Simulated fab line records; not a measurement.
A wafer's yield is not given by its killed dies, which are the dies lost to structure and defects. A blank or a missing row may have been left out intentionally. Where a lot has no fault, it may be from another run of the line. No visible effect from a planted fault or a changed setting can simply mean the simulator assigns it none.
Which tool was responsible? -- flow n5-finfet -- 72 wafers from 24 lots sampled at 3 of the route's 1938 steps

== WHAT THE GAUGES SHOWED, per wafer ==
N5_BEOL_M12_CD_MEAS_17: target cd 140 nm. Usual: cd-nm reads 139.9 nm (standard deviation 1.4).
lot,measured,on,cd-nm (nm),flag
L074,day 11 19:02,cd-sem-03,139.3 139.4 138.0,
L079,day 11 23:44,cd-sem-01,141.2 139.7 139.6,
L077,day 12 01:20,cd-sem-01,138.9 139.3 141.7,
L076,day 12 01:45,cd-sem-02,139.6 140.2 139.4,
L075,day 12 07:49,cd-sem-01,141.9 142.9 140.6,
L078,day 12 16:47,cd-sem-02,140.6 141.9 141.5,
L080,day 13 01:23,cd-sem-01,139.9 139.4 140.5,
L081,day 13 05:32,cd-sem-03,141.1 141.1 140.3,
L082,day 14 06:08,cd-sem-02,140.7 141.3 140.7,
L085,day 14 07:19,cd-sem-02,139.3 139.1 138.4,
L084,day 15 16:29,cd-sem-02,141.4 140.4 141.3,
L086,day 15 17:27,cd-sem-01,139.8 141.9 140.0,
L089,day 15 23:46,cd-sem-03,139.8 139.4 140.5,
L083,day 16 05:08,cd-sem-02,140.8 140.4 139.0,
L088,day 16 09:56,cd-sem-02,138.8 137.2 137.6,
L087,day 16 12:09,cd-sem-02,139.3 138.6 140.8,
L090,day 16 17:00,cd-sem-01,140.4 137.7 140.2,
L093,day 17 12:16,cd-sem-02,137.8 138.8 140.4,
L092,day 17 15:22,cd-sem-01,140.4 140.8 139.6,
L094,day 17 21:40,cd-sem-01,140.3 138.1 139.4,
L091,day 17 22:15,cd-sem-02,136.8 140.1 138.6,
L097,day 18 06:35,cd-sem-02,137.3 136.7 139.8,
L095,day 18 07:56,cd-sem-01,138.3 141.2 139.3,
L096,day 19 01:02,cd-sem-03,142.1 142.6 142.4,

N5_BEOL_M13_CD_MEAS_10: target cd 190 nm. Usual: cd-nm reads 190.3 nm (standard deviation 1.2).
lot,measured,on,cd-nm (nm),flag
L074,day 11 22:44,cd-sem-03,190.2 190.7 190.5,
L079,day 12 05:52,cd-sem-01,190.6 191.1 189.9,
L077,day 12 07:06,cd-sem-02,191.9 191.2 190.5,
L076,day 12 06:23,cd-sem-02,191.5 191.5 191.2,
L075,day 12 13:15,cd-sem-03,189.8 190.9 190.9,
L078,day 12 21:15,cd-sem-03,189.1 189.4 189.3,
L080,day 13 06:55,cd-sem-02,188.0 188.1 187.9,
L081,day 13 09:45,cd-sem-03,190.7 189.7 189.4,
L082,day 14 10:16,cd-sem-01,191.6 192.5 192.9,
L085,day 14 10:25,cd-sem-03,192.6 191.3 190.8,
L084,day 15 20:32,cd-sem-02,188.3 189.1 188.7,
L086,day 15 20:52,cd-sem-02,190.7 191.4 190.7,
L089,day 16 06:38,cd-sem-02,189.0 189.9 189.3,
L083,day 16 09:05,cd-sem-01,189.9 189.5 188.4,
L088,day 16 16:02,cd-sem-02,189.4 189.8 189.0,
L087,day 16 18:01,cd-sem-03,188.8 189.2 189.2,
L090,day 16 22:28,cd-sem-01,189.6 191.4 189.7,
L093,day 17 15:47,cd-sem-01,189.0 189.1 189.8,
L092,day 17 21:28,cd-sem-01,191.4 192.4 190.7,
L094,day 18 02:36,cd-sem-01,191.3 189.7 191.1,
L091,day 18 01:59,cd-sem-01,191.3 190.1 191.1,
L097,day 18 10:50,cd-sem-02,191.1 190.2 191.5,
L095,day 18 13:46,cd-sem-02,191.1 191.0 190.3,
L096,day 19 05:41,cd-sem-01,190.5 191.2 189.7,

== TOOL THAT RAN EACH LOT (tool first, then ch and the chambers of the sampled wafers, then the start) ==
lot,N5_BEOL_M12_STRIP_64
L074,"plasma-asher-02 ch 0,1, day 11 18:53"
L079,"plasma-asher-01 ch 0,1, day 11 23:35"
L077,"plasma-asher-01 ch 0,1, day 12 01:11"
L076,"plasma-asher-02 ch 0,1, day 12 01:36"
L075,"plasma-asher-02 ch 0,1, day 12 07:40"
L078,"plasma-asher-02 ch 1, day 12 16:38"
L080,"plasma-asher-02 ch 0,1, day 13 01:14"
L081,"plasma-asher-02 ch 0,1, day 13 05:23"
L082,"plasma-asher-01 ch 0,1, day 14 05:59"
L085,"plasma-asher-02 ch 0,1, day 14 07:06"
L084,"plasma-asher-01 ch 0,1, day 15 16:20"
L086,"plasma-asher-01 ch 0,1, day 15 17:19"
L089,"plasma-asher-01 ch 0,1, day 15 23:36"
L083,"plasma-asher-02 ch 0,1, day 16 05:00"
L088,"plasma-asher-01 ch 0,1, day 16 09:47"
L087,"plasma-asher-01 ch 0,1, day 16 11:59"
L090,"plasma-asher-02 ch 0,1, day 16 16:51"
L093,"plasma-asher-02 ch 0,1, day 17 12:08"
L092,"plasma-asher-01 ch 0,1, day 17 15:09"
L094,"plasma-asher-02 ch 0,1, day 17 21:32"
L091,"plasma-asher-02 ch 0, day 17 22:06"
L097,"plasma-asher-01 ch 0,1, day 18 06:25"
L095,"plasma-asher-02 ch 0,1, day 18 07:49"
L096,"plasma-asher-01 ch 0,1, day 19 00:52"
- N5_BEOL_M12_STRIP_64: strips in N2/H2.

== WHAT THE TOOLS THEMSELVES READ (means of the sampled wafers that have a number; where no wafer has one, the mark that the record gives instead) ==
N5_BEOL_M12_STRIP_64. Usual: drypump-motor-current-A 5.77 A, standard deviation 0.11; heater-power-w 339 W, standard deviation 24; oes-product-au 0.715 a.u., standard deviation 0.0045; strip-time-to-endpoint-s 31.32 s, standard deviation 0.071.
lot,tool,drypump-motor-current-A (A),heater-power-w (W),oes-product-au (a.u.),strip-time-to-endpoint-s (s),flag
L074,plasma-asher-02,5.80,318,0.712,31.33,
L079,plasma-asher-01,5.66,356,0.712,31.30,
L077,plasma-asher-01,5.72,349,0.718,31.18,
L076,plasma-asher-02,5.87,336,0.716,31.36,
L075,plasma-asher-02,5.79,321,0.716,31.39,
L078,plasma-asher-02,5.72,300,0.716,31.25,
L080,plasma-asher-02,5.82,316,0.715,31.47,
L081,plasma-asher-02,5.88,334,0.715,31.33,
L082,plasma-asher-01,5.70,360,0.716,31.34,
L085,plasma-asher-02,5.79,319,0.718,31.30,
L084,plasma-asher-01,5.70,345,0.717,31.34,
L086,plasma-asher-01,5.72,351,0.716,31.39,
L089,plasma-asher-01,5.68,355,0.716,31.34,
L083,plasma-asher-02,5.79,319,0.713,31.33,
L088,plasma-asher-01,5.70,351,0.712,31.30,
L087,plasma-asher-01,5.69,354,0.714,31.31,
L090,plasma-asher-02,5.80,321,0.714,31.29,
L093,plasma-asher-02,5.80,318,0.714,31.33,
L092,plasma-asher-01,5.70,350,0.715,31.36,
L094,plasma-asher-02,5.80,321,0.715,31.35,
L091,plasma-asher-02,5.95,351,0.716,31.28,
L097,plasma-asher-01,5.71,352,0.714,31.33,
L095,plasma-asher-02,5.85,336,0.713,31.27,
L096,plasma-asher-01,5.71,347,0.716,31.24,

== THE ANSWER, worked out from the rows above alone ==
Rule: take the mean of a lot's wafers that have a number; if it is more than 3 standard deviations from the usual mean, the lot is off. A lot without any number at a reading at which 4 lots or more have one is off too. All remaining lots with rows at the step are treated as sound. The gauges are gone through in route order, then the tools' own readings, and for those a lot's mean is taken as printed above. The first step at which some lot is off is used, and at that step the reading that is off furthest; a lot without a number counts as furthest.
None of the lots is off at any reading shown; this tells nothing.

== WHAT THE SIMULATOR HAD INSERTED ==
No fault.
